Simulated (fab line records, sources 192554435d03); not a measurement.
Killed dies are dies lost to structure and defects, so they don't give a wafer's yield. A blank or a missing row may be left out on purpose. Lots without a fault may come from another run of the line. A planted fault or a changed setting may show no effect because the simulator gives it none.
Split-lot experiment | flow n5_finfet | 7 lots, 39 wafers read, on a route of 1938 steps

THE SPLIT
At N5_STI_FIN_REVEAL_ETCHBACK_08 (etches SiO2 in C4F6/O2, target depth 30.5 nm, time 10.167 s), the setting time_s was moved away from the recipe's 10.167 s on 15 of the 39 wafers read, by -43.8% to +15.3%. The other wafers ran this setting at the recipe's value.

FROM THE SPLIT TO THE READING: what the file shows between them, 3 steps
- N5_STI_FIN_REVEAL_STRIP_24: strips in N2/H2, time 90 s
- N5_STI_FIN_REVEAL_PRECLEAN_25: cleans in SPM, time 90 s
- N5_STI_FIN_REVEAL_SRD_23: time 30 s

THE READING
trench_depth_nm, in nm, at N5_STI_FIN_REVEAL_FIN_H_MEAS_10. Fault-free wafers of this fab line usually give 52.0 nm, standard deviation 0.78 nm.

wafer  | tool, chamber at the split | time_s as run, s | against the recipe | trench_depth_nm, nm | against lot-mates on the recipe
L079.1 | rie_diel-06, 0,2,1,3,2,1   | 10.167           | recipe             | 51.3                | -
L079.2 | rie_diel-06, 0,2,1,3,2,1   | 10.167           | recipe             | 52.9                | -
L079.3 | rie_diel-06, 0,2,1,3,2,1   | 10.167           | recipe             | 51.6                | -
L079.4 | rie_diel-06, 0,2,1,3,2,1   | 10.167           | recipe             | 51.9                | -
L079.5 | rie_diel-06, 0,2,1,3,2,1   | 10.167           | recipe             | 52.9                | -
L079.6 | rie_diel-06, 0,2,1,3,2,1   | 10.167           | recipe             | 51.6                | -
L080.1 | rie_diel-06, 2,3,0         | 10.167           | recipe             | 52.7                | -
L080.2 | rie_diel-06, 1,2,3         | 6.182            | -39.2%             | 39.5                | -12.5
L080.3 | rie_diel-06, 2,3,0         | 10.167           | recipe             | 51.0                | -
L080.4 | rie_diel-06, 2,3,0         | 10.167           | recipe             | 52.3                | -
L080.5 | rie_diel-06, 1,2,3         | 6.182            | -39.2%             | 40.0                | -12.0
L080.6 | rie_diel-06, 1,2,3         | 6.182            | -39.2%             | 39.6                | -12.4
L081.1 | rie_diel-03, 3,0,3         | 10.167           | recipe             | 51.6                | -
L081.2 | rie_diel-03, 3,0,3         | 10.167           | recipe             | 52.1                | -
L081.3 | rie_diel-03, 1,2,0         | 11.72            | +15.3%             | 56.2                | +4.3
L081.4 | rie_diel-03, 1,2,0         | 11.72            | +15.3%             | 56.7                | +4.8
L081.5 | rie_diel-03, 1,2,0         | 11.72            | +15.3%             | 57.4                | +5.5
L081.6 | rie_diel-03, 3,0,3         | 10.167           | recipe             | 51.9                | -
L086.1 | rie_diel-03, 2,0,1         | 5.717            | -43.8%             | 38.9                | -13.5
L086.2 | rie_diel-03, 2,0,1         | 5.717            | -43.8%             | 38.6                | -13.8
L086.3 | rie_diel-03, 1,3,0         | 10.167           | recipe             | 52.2                | -
L086.4 | rie_diel-03, 1,3,0         | 10.167           | recipe             | 51.9                | -
L086.5 | rie_diel-03, 2,0,1         | 5.717            | -43.8%             | 38.8                | -13.6
L086.6 | rie_diel-03, 1,3,0         | 10.167           | recipe             | 53.2                | -
L091.1 | rie_diel-06, 1,3,2         | 10.167           | recipe             | 52.3                | -
L091.2 | rie_diel-06, 0,0,1         | 6.865            | -32.5%             | 42.3                | -10.3
L091.3 | rie_diel-06, 1,3,2         | 10.167           | recipe             | 52.2                | -
L091.4 | rie_diel-06, 1,3,2         | 10.167           | recipe             | 53.4                | -
L091.5 | rie_diel-06, 0,0,1         | 6.865            | -32.5%             | 42.3                | -10.3
L091.6 | rie_diel-06, 0,0,1         | 6.865            | -32.5%             | 42.2                | -10.4
L093.1 | rie_diel-03, 3,1,2         | 10.167           | recipe             | 51.8                | -
L093.5 | rie_diel-03, 3,1,2         | 10.167           | recipe             | 51.7                | -
L093.6 | rie_diel-03, 3,1,2         | 10.167           | recipe             | 51.7                | -
L096.1 | rie_diel-03, 1,0,1         | 8.503            | -16.4%             | 47.3                | -4.9
L096.2 | rie_diel-03, 1,0,1         | 8.503            | -16.4%             | 48.0                | -4.2
L096.3 | rie_diel-03, 2,3,0         | 10.167           | recipe             | 51.8                | -
L096.4 | rie_diel-03, 2,3,0         | 10.167           | recipe             | 52.8                | -
L096.5 | rie_diel-03, 2,3,0         | 10.167           | recipe             | 51.9                | -
L096.6 | rie_diel-03, 1,0,1         | 8.503            | -16.4%             | 47.2                | -5.0
Where a row lists several chambers, the file gives one row for several wafers and doesn't say which wafer went through which chamber.

THE FIT
A straight line over all 39 wafers: trench_depth_nm changes by +0.307 nm for each +1% of time_s; r = +1.00; the points scatter about the line by 0.54 nm.
The same after taking each lot's own level away (the mean of its wafers on the recipe; 39 wafers): +0.314 nm for each +1%; r = +1.00; scatter 0.48 nm.
On that fit, the largest move of time_s shifts the reading by 14 nm.
The lots' own levels span 51.73 to 52.63 nm, that is 1.2 times the standard deviation above.
So the lot-to-lot level changes the slope little: the two slopes agree.
Check: with one of the wafers moved furthest among these (-43.8%) left out of the fit, the line predicts -13.7 nm for it against its lot-mates. It came out at -13.5 nm against them.

THE FILE'S OWN FIT
trench_depth_nm changes by +0.313 nm for each +1% of time_s, r = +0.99.
